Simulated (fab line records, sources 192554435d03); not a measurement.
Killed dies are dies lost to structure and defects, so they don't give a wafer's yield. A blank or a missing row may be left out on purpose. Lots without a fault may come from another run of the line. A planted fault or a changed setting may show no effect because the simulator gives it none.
fab line records | flow n5_finfet
record lots=6 wafers=18 last_day=20
route steps=1938 shown BEOL_M9@1446
lots that met no fault: from a run of the same line without faults
start_h: hours from the record's first day to the start of the lot's first wafer shown | wait_h: hours since the lot's step before | " the same as in the row above | L1.1+2: a row that stands for several wafers | - no value, or no start given | * or withheld: withheld | < > ~ a bound
route shown NAME@n: a module of which the file shows steps, and the number in the route of the first | usual: mean/standard deviation of fault-free wafers | same: alike in all rows | chamber/n: place in a boat | sites: the reading at each site | _std_site: their standard deviation | _edge_site: outer sites' mean less inner sites' | radius_mm: how far each site lies from the wafer's centre | mask NAME#n: copy n | behind: the tool/chamber that last shaped the wafer | hold: why the lot was held/for how many hours/how that ended | device: the transistor (n, p or np) that didn't switch | end of line: the same wafers' tests at the end of the route | a step without rows: its recipe alone | killed: dies lost to structure and defects at the first sort, not the wafer's yield | map: a wafer's dies, x killed, . not, _ none there
set.NAME: the setting as run; set.NAME@STEP: as run at that earlier step | model.NAME: the simulator's own value behind a step, which no gauge read
lots at some steps of the route; a table a step, a row a wafer
services: from which hour (start_h, from the record's first day; less than 0 if before it) a tool's chamber was out of use, for how many hours, and why
## steps
# step N5_BEOL_M9_TRENCH_ETCH_37
# recipe chemistry=C4F6/O2 target_depth_a=1514.3 target=SiCOH_lowk time_s=49 ion_energy_ev=250 pressure_mtorr=30 source_w=345 bias_w=185 Ar_flow_sccm=300 C4F6_flow_sccm=10 O2_flow_sccm=10
# usual drypump_motor_current_A=5.7/0.46 oes_product_au=0.80/0.084 rf_vpp_V=663/6.6 showerhead_plenum_p_Torr=2.85/0.095 throttle_valve_pct=20.96/0.21
# columns lot.wafer tool chamber start_h wait_h drypump_motor_current_A oes_product_au rf_hours_counter_h rf_vpp_V showerhead_plenum_p_Torr throttle_valve_pct
L237.2 rie_diel-02 0 - - 5.6 0.89 40 658 2.79 20.85
L237.4 " 0 " " 5.6 0.89 - 658 2.79 20.85
L237.6 " 3 " " 5.8 0.76 - 657 2.75 21.28
L242.1 rie_diel-03 3 - - 5.5 0.84 62 674 2.99 20.74
L242.3 " 1 " " 6.0 0.98 6 672 2.91 20.74
L242.6 " 3 " " 5.5 0.84 - 672 2.99 20.73
L244.1 rie_diel-03 2 - - 5.3 0.90 31 674 3.01 20.82
L244.5 " 0 " " 4.7 0.79 - 664 2.78 20.85
L244.6 " 1 " " 6.0 0.98 - 671 2.91 20.74
L250.3 rie_diel-02 0 - - 5.6 0.83 80 656 2.77 20.92
L250.4 " 1 " " 6.3 0.83 68 663 2.90 20.84
L250.5 " 0 " " 5.6 0.83 - 657 2.77 20.91
L255.3 rie_diel-02 3 - - 5.8 0.73 156 656 2.73 21.34
L255.4 " 2 " " 6.0 0.69 228 666 2.93 21.11
L255.6 " 0 " " 5.6 0.83 - 657 2.77 20.92
L254.1 rie_diel-03 1 - - 6.0 0.92 25 672 2.90 20.76
L254.4 " 0 " " 4.8 0.75 113 665 2.77 20.88
L254.5 " 1 " " 6.1 0.92 - 671 2.91 20.76
# step N5_BEOL_M9_ETCH_41
# recipe chemistry=CH3F/O2 target=SiCN target_depth_a=366 taper_deg=2 time_s=70.1 ion_energy_ev=120 mask_material=TiN pressure_mtorr=30 source_w=395 bias_w=75 Ar_flow_sccm=150 CH3F_flow_sccm=30 O2_flow_sccm=20
# usual drypump_motor_current_A=5.7/0.45 oes_product_au=0.80/0.084 rf_vpp_V=297.4/1.6 showerhead_plenum_p_Torr=2.00/0.07 throttle_valve_pct=16.33/0.23
# columns lot.wafer tool chamber start_h wait_h drypump_motor_current_A oes_product_au rf_hours_counter_h rf_vpp_V showerhead_plenum_p_Torr throttle_valve_pct
L237.2 rie_diel-02 0 - - 5.6 0.90 40 297.3 1.96 16.18
L237.4 " 0 " " 5.6 0.89 - 297.4 1.96 16.20
L237.6 " 3 " " 5.8 0.77 - 295.4 1.93 16.66
L242.1 rie_diel-03 3 - - 5.5 0.85 62 299.9 2.11 16.14
L242.3 " 1 " " 6.0 0.98 6 297.9 2.05 16.05
L242.6 " 3 " " 5.5 0.85 - 301.1 2.11 16.14
L244.1 rie_diel-03 2 - - 5.3 0.91 31 300.6 2.12 16.18
L244.5 " 0 " " 4.8 0.78 - 296.0 1.95 16.21
L244.6 " 1 " " 6.1 0.98 - 296.8 2.05 16.06
L250.3 rie_diel-02 0 - - 5.6 0.83 80 296.3 1.95 16.28
L250.4 " 1 " " 6.3 0.83 68 298.3 2.03 16.14
L250.5 " 0 " " 5.7 0.83 - 295.6 1.95 16.27
L255.3 rie_diel-02 3 - - 5.8 0.73 156 296.2 1.92 16.74
L255.4 " 2 " " 6.0 0.69 228 298.7 2.06 16.54
L255.6 " 0 " " 5.6 0.83 - 296.8 1.94 16.28
L254.1 rie_diel-03 1 - - 6.1 0.92 26 298.9 2.04 16.08
L254.4 " 0 " " 4.8 0.76 113 295.8 1.94 16.27
L254.5 " 1 " " 6.0 0.93 - 297.6 2.04 16.09
# step N5_BEOL_M9_STRIP_80
# recipe chemistry=N2/H2 time_s=10 power_w=450 temp_c=40 pressure_mtorr=20 rf_frequency_hz=6e+07 bias_power_w=7 n2_flow_sccm=200 h2_flow_sccm=200
# step N5_BEOL_M9_OCD_MEAS_38
# usual trench_depth_nm=151.3/1.8
# columns lot.wafer tool chamber start_h wait_h trench_depth_nm
L237.2 ocd-01 - 245.21 - 151.8
L237.4 " - " " 152.0
L237.6 " - " " 151.5
L242.1 ocd-02 - 330.51 - 150.8
L242.3 " - " " 155.6
L242.6 " - " " 151.5
L244.1 ocd-02 - 334.07 - 153.5
L244.5 " - " " 150.1
L244.6 " - " " 155.7
L250.3 ocd-01 - 378.42 - 152.0
L250.4 " - " " 150.3
L250.5 " - " " 151.7
L255.3 ocd-01 - 393.75 - 150.2
L255.4 " - " " 149.5
L255.6 " - " " 152.0
L254.1 ocd-02 - 407.20 - 153.6
L254.4 " - " " 147.8
L254.5 " - " " 155.5
# step N5_BEOL_M9_HM_STRIP_39
# recipe chemistry=peroxide_tin_strip material=TiN target_depth_a=250 temp_c=50 time_s=158
# step N5_BEOL_M9_SRD_40
# recipe time_s=30 temp_c=23 rinse_liquid=diw dry=ipa_marangoni
# step N5_BEOL_M9_PRECLEAN_42
# recipe chemistry=residue_remover time_s=60 temp_c=40
# step N5_BEOL_M9_SRD_43
# recipe time_s=30 temp_c=23 rinse_liquid=diw dry=ipa_marangoni
# step N5_BEOL_M9_CD_MEAS_35
# recipe target_cd_nm=70 target_cd_y_nm=40 polarity=opening
# usual cd_nm=70.0/0.52
# columns lot.wafer tool chamber start_h wait_h cd_nm
L237.2 cd_sem-01 - 245.36 0.0 69.5
L237.4 " - " " 70.0
L237.6 " - " " 70.2
L242.1 cd_sem-03 - 330.66 0.0 69.7
L242.3 " - " " 70.3
L242.6 " - " " 69.9
L244.1 cd_sem-03 - 334.22 0.0 70.1
L244.5 " - " " 70.2
L244.6 " - " " 71.4
L250.3 cd_sem-01 - 378.57 0.0 70.0
L250.4 " - " " 69.6
L250.5 " - " " 70.1
L255.3 cd_sem-03 - 394.00 0.0 69.7
L255.4 " - " " 70.0
L255.6 " - " " 70.3
L254.1 cd_sem-03 - 407.36 0.0 71.2
L254.4 " - " " 69.7
L254.5 " - " " 70.3
# step N5_BEOL_M9_CURE_72
# recipe temp_c=370 time_s=120 ambient=DMADMS/He material=SiCOH_lowk
# usual lamp_power_pct=52.32/0.055 wafer_temp_C_max=371.6/0.55
# columns lot.wafer tool chamber start_h wait_h lamp_power_pct wafer_temp_C_max
L237.2 uv_cure-01 2 245.45 0.1 52.25 371.2
L237.4 " 2 " " 52.42 371.2
L237.6 " 2 " " 52.26 371.1
L242.1 uv_cure-01 1 330.70 0.0 52.31 371.4
L242.3 " 1 " " 52.32 371.3
L242.6 " 1 " " 52.27 371.0
L244.1 uv_cure-03 1 334.29 0.1 52.31 371.4
L244.5 " 1 " " 52.26 371.5
L244.6 " 1 " " 52.27 371.3
L250.3 uv_cure-02 2 378.71 0.1 52.28 371.5
L250.4 " 2 " " 52.35 372.2
L250.5 " 2 " " 52.30 371.2
L255.3 uv_cure-03 2 394.30 0.3 52.31 372.6
L255.4 " 2 " " 52.30 372.1
L255.6 " 2 " " 52.41 372.6
L254.1 uv_cure-01 1 407.40 0.0 52.36 371.2
L254.4 " 1 " " 52.33 370.6
L254.5 " 1 " " 52.29 370.6
# step N5_BEOL_M9_DEGAS_44
# recipe ambient=vacuum temp_c=250 time_s=60
# usual heater_power_w=352/38
# columns lot.wafer tool chamber start_h wait_h heater_power_w
L237.2 pvd_sputter-01 - 245.74 0.2 390
L237.4 " - " " 317
L237.6 " - " " 304
L242.1 pvd_sputter-02 - 331.33 0.5 360
L242.3 " - " " 393
L242.6 " - " " 392
L244.1 pvd_sputter-02 - 335.59 1.3 407
L244.5 " - " " 374
L244.6 " - " " 417
L250.3 pvd_sputter-01 - 378.95 0.2 390
L250.4 " - " " 339
L250.5 " - " " 306
L255.3 pvd_sputter-01 - 395.39 1.0 329
L255.4 " - " " 397
L255.6 " - " " 316
L254.1 pvd_sputter-01 - 407.86 0.4 328
L254.4 " - " " 312
L254.5 " - " " 303
# step N5_BEOL_M9_PRE_CLEAN_45
# recipe gas=H2/He time_s=30 temp_c=250
# usual heater_power_w=351/39
# columns lot.wafer tool chamber start_h wait_h heater_power_w
L237.2 pvd_sputter-01 - 245.78 0.0 400
L237.4 " - " " 321
L237.6 " - " " 311
L242.1 pvd_sputter-02 - 331.37 0.0 360
L242.3 " - " " 385
L242.6 " - " " 385
L244.1 pvd_sputter-02 - 335.63 0.0 403
L244.5 " - " " 368
L244.6 " - " " 401
L250.3 pvd_sputter-01 - 378.99 0.0 403
L250.4 " - " " 356
L250.5 " - " " 311
L255.3 pvd_sputter-01 - 395.43 0.0 323
L255.4 " - " " 400
L255.6 " - " " 323
L254.1 pvd_sputter-01 - 407.90 0.0 313
L254.4 " - " " 308
L254.5 " - " " 308
# step N5_BEOL_M9_ALD_74
# recipe material=TaN target_thk_a=20 temp_c=275 ald_precursor_family=PDMAT ald_co_reactant=NH3 pressure_torr=3 carrier_flow_sccm=1500 pulse_time_s=2 purge_time_s=3 co_reactant_purge_time_s=2 co_reactant_pulse_time_s=3 ald_cycles=40 precursor_vessel_temp_c=75 precursor_vessel_pressure_torr=26.25 precursor_vessel_carrier_sccm=1000
# usual ald_cycles=40/0 heater_power_w=414/49
# columns lot.wafer tool chamber start_h wait_h ald_cycles heater_power_w
L237.2 ald_metal-04 2 245.85 0.0 40 402
L237.4 " 0 " " 40 344
L237.6 " 2 " " 40 418
L242.1 ald_metal-02 1 331.43 0.0 36 437
L242.3 " 0 " " 36 444
L242.6 " 1 " " 40 435
L244.1 ald_metal-02 0 335.69 0.0 36 439
L244.5 " 2 " " 36 453
L244.6 " 3 " " 40 403
L250.3 ald_metal-03 2 379.05 0.0 40 415
L250.4 " 3 " " 40 357
L250.5 " 3 " " 40 360
L255.3 ald_metal-02 2 395.49 0.0 40 450
L255.4 " 1 " " 40 440
L255.6 " 3 " " 40 409
L254.1 ald_metal-04 0 407.96 0.0 40 337
L254.4 " 3 " " 40 375
L254.5 " 0 " " 40 333
# step N5_BEOL_M9_SURFACE_TREAT_79
# recipe gas=Ar time_s=* ion_energy_ev=* ion_current_ma_cm2=0.5 pressure_mtorr=* ar_flow_sccm=30
## services
# columns tool chamber start_h hours kind
rie_diel-03 2 225.34 - clean
rie_diel-03 2 225.34 - consumable_replace:focus_ring
rie_diel-03 2 225.34 - consumable_replace:showerhead
rie_diel-03 2 225.34 18.0 scheduled_down
rie_diel-03 2 225.34 18.0 vent_cycle
ald_metal-03 - 226.36 2.8 pm
uv_cure-02 - 231.71 22.2 pm
uv_cure-03 - 234.91 7.5 pm
rie_diel-03 1 260.48 6.6 repair
pvd_sputter-02 - 265.13 12.8 repair
uv_cure-01 - 273.85 6.0 pm
uv_cure-01 - 279.85 1.0 pm
uv_cure-01 - 294.23 7.5 pm
ald_metal-03 - 311.42 6.0 pm
rie_diel-03 3 318.68 3.2 repair
ald_metal-03 3 328.36 40.9 repair
ald_metal-03 - 337.64 14.0 pm
ald_metal-04 - 345.61 1.3 repair
uv_cure-03 - 377.38 2.1 pm
rie_diel-03 2 381.01 1.2 repair
rie_diel-02 - 383.04 0.7 repair
rie_diel-03 1 388.62 8.8 repair
uv_cure-02 - 399.85 1.7 repair
uv_cure-03 - 403.23 0.6 repair
## key
first_sign step=N5_BEOL_M9_ALD_74 reading=ald_cycles direction=down sigmas=99+ usual=* struck=*
effect none on later readings
met_at N5_BEOL_M9_ALD_74
struck_wafers L242.1,L242.3,L244.1,L244.5
fault kind=process_parameter_drift tool=ald_metal-02 chamber=- onset_h=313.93 steps=N5_BEOL_M9_ALD_74 channel=ald_cycles offset=* shape=step end_h=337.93 scope=struck_wafers_only acts_in=* stated=*
